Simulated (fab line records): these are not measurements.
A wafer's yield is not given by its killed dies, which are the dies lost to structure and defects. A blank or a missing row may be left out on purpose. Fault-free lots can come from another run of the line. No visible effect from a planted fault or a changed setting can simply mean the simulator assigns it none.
Chamber matching || flow n5Finfet || pecvd-04 running N5_SDB_HM_DEP_00: 3 sister chambers
The step deposits SiNx from SiH4/NH3/N2, target thk 40 nm, time 35.3 s. 18 wafers are shown with their chamber, then 9 later ones without.

## WAFERS, EACH WITH ITS CHAMBER
{"wafer": "L891.1", "chamber": 2, "throttleValvePct (%)": 37.5, "showerheadVppV (V)": 1134, "showerheadPlenumPTorr (Torr)": 5.13}
{"wafer": "L891.4", "chamber": 1, "throttleValvePct (%)": 37.3, "showerheadVppV (V)": 1063, "showerheadPlenumPTorr (Torr)": 5.18}
{"wafer": "L891.6", "chamber": 2, "throttleValvePct (%)": 37.5, "showerheadVppV (V)": 1118, "showerheadPlenumPTorr (Torr)": 5.12}
{"wafer": "L893.3", "chamber": 1, "throttleValvePct (%)": 37.1, "showerheadVppV (V)": 1078, "showerheadPlenumPTorr (Torr)": 5.17}
{"wafer": "L893.4", "chamber": 2, "throttleValvePct (%)": 37.6, "showerheadVppV (V)": 1123, "showerheadPlenumPTorr (Torr)": 5.13}
{"wafer": "L893.6", "chamber": 1, "throttleValvePct (%)": 37.1, "showerheadVppV (V)": 1067, "showerheadPlenumPTorr (Torr)": 5.18}
{"wafer": "L894.3", "chamber": 2, "throttleValvePct (%)": 37.6, "showerheadVppV (V)": 1126, "showerheadPlenumPTorr (Torr)": 5.13}
{"wafer": "L894.4", "chamber": 0, "throttleValvePct (%)": 40.6, "showerheadVppV (V)": 1210, "showerheadPlenumPTorr (Torr)": 5.26}
{"wafer": "L894.6", "chamber": 1, "throttleValvePct (%)": 37.3, "showerheadVppV (V)": 1054, "showerheadPlenumPTorr (Torr)": 5.17}
{"wafer": "L896.1", "chamber": 1, "throttleValvePct (%)": 37.4, "showerheadVppV (V)": 1063, "showerheadPlenumPTorr (Torr)": 5.18}
{"wafer": "L896.2", "chamber": 2, "throttleValvePct (%)": 37.9, "showerheadVppV (V)": 1125, "showerheadPlenumPTorr (Torr)": 5.14}
{"wafer": "L896.4", "chamber": 2, "throttleValvePct (%)": 37.7, "showerheadVppV (V)": 1117, "showerheadPlenumPTorr (Torr)": 5.12}
{"wafer": "L901.3", "chamber": 0, "throttleValvePct (%)": 40.7, "showerheadVppV (V)": 1221, "showerheadPlenumPTorr (Torr)": 5.25}
{"wafer": "L901.5", "chamber": 0, "throttleValvePct (%)": 40.6, "showerheadVppV (V)": 1206, "showerheadPlenumPTorr (Torr)": 5.24}
{"wafer": "L901.6", "chamber": 1, "throttleValvePct (%)": 37.2, "showerheadVppV (V)": 1066, "showerheadPlenumPTorr (Torr)": 5.16}
{"wafer": "L906.4", "chamber": 0, "throttleValvePct (%)": 40.9, "showerheadVppV (V)": 1213, "showerheadPlenumPTorr (Torr)": 5.25}
{"wafer": "L906.5", "chamber": 1, "throttleValvePct (%)": 37.2, "showerheadVppV (V)": 1060, "showerheadPlenumPTorr (Torr)": 5.18}
{"wafer": "L906.6", "chamber": 2, "throttleValvePct (%)": 38.1, "showerheadVppV (V)": 1138, "showerheadPlenumPTorr (Torr)": 5.15}

SIGNATURES (averages over the wafers above)
{"reading": "throttleValvePct", "chamber 0": 40.700, "chamber 1": 37.229, "chamber 2": 37.700, "scatter within a chamber": 0.17}
{"reading": "showerheadVppV", "chamber 0": 1212.50, "chamber 1": 1064.43, "chamber 2": 1125.86, "scatter within a chamber": 7.35}
{"reading": "showerheadPlenumPTorr", "chamber 0": 5.2500, "chamber 1": 5.1743, "chamber 2": 5.1314, "scatter within a chamber": 0.00915}
Rule: for a wafer and a chamber, the distance is found by dividing, reading by reading, the gap between the wafer's reading and the chamber's mean by the reading's scatter, squaring, summing and taking the root. If the next closest chamber is less than 2 further off than the closest, the wafer can't be placed; otherwise it belongs to the closest. The scatter is the square root of a quotient: the sum, over the shown wafers, of each reading's squared deviation from its chamber's mean, divided by wafers minus chambers.

## WAFERS WITH NO CHAMBER GIVEN
{"wafer": "L907.1", "throttleValvePct (%)": 37.1, "showerheadVppV (V)": 1053, "showerheadPlenumPTorr (Torr)": 5.18}
{"wafer": "L907.3", "throttleValvePct (%)": 38.2, "showerheadVppV (V)": 1122, "showerheadPlenumPTorr (Torr)": 5.14}
{"wafer": "L907.5", "throttleValvePct (%)": 37.8, "showerheadVppV (V)": 1123, "showerheadPlenumPTorr (Torr)": 5.12}
{"wafer": "L910.2", "throttleValvePct (%)": 40.7, "showerheadVppV (V)": 1207, "showerheadPlenumPTorr (Torr)": 5.27}
{"wafer": "L910.5", "throttleValvePct (%)": 40.6, "showerheadVppV (V)": 1206, "showerheadPlenumPTorr (Torr)": 5.25}
{"wafer": "L910.6", "throttleValvePct (%)": 37.3, "showerheadVppV (V)": 1063, "showerheadPlenumPTorr (Torr)": 5.18}
{"wafer": "L914.1", "throttleValvePct (%)": 40.8, "showerheadVppV (V)": 1185, "showerheadPlenumPTorr (Torr)": 5.26}
{"wafer": "L914.5", "throttleValvePct (%)": 37.3, "showerheadVppV (V)": 1055, "showerheadPlenumPTorr (Torr)": 5.18}
{"wafer": "L914.6", "throttleValvePct (%)": 38.3, "showerheadVppV (V)": 1115, "showerheadPlenumPTorr (Torr)": 5.13}

## EACH ONE'S CHAMBER
{"wafer": "L907.1", "from the rows above": 1, "in truth": 1}
{"wafer": "L907.3", "from the rows above": 2, "in truth": 2}
{"wafer": "L907.5", "from the rows above": 2, "in truth": 2}
{"wafer": "L910.2", "from the rows above": 0, "in truth": 0}
{"wafer": "L910.5", "from the rows above": 0, "in truth": 0}
{"wafer": "L910.6", "from the rows above": 1, "in truth": 1}
{"wafer": "L914.1", "from the rows above": 0, "in truth": 0}
{"wafer": "L914.5", "from the rows above": 1, "in truth": 1}
{"wafer": "L914.6", "from the rows above": 2, "in truth": 2}
Placed correctly: 9 of 9. From these rows, 0 cannot be placed. Number placed wrongly: 0.
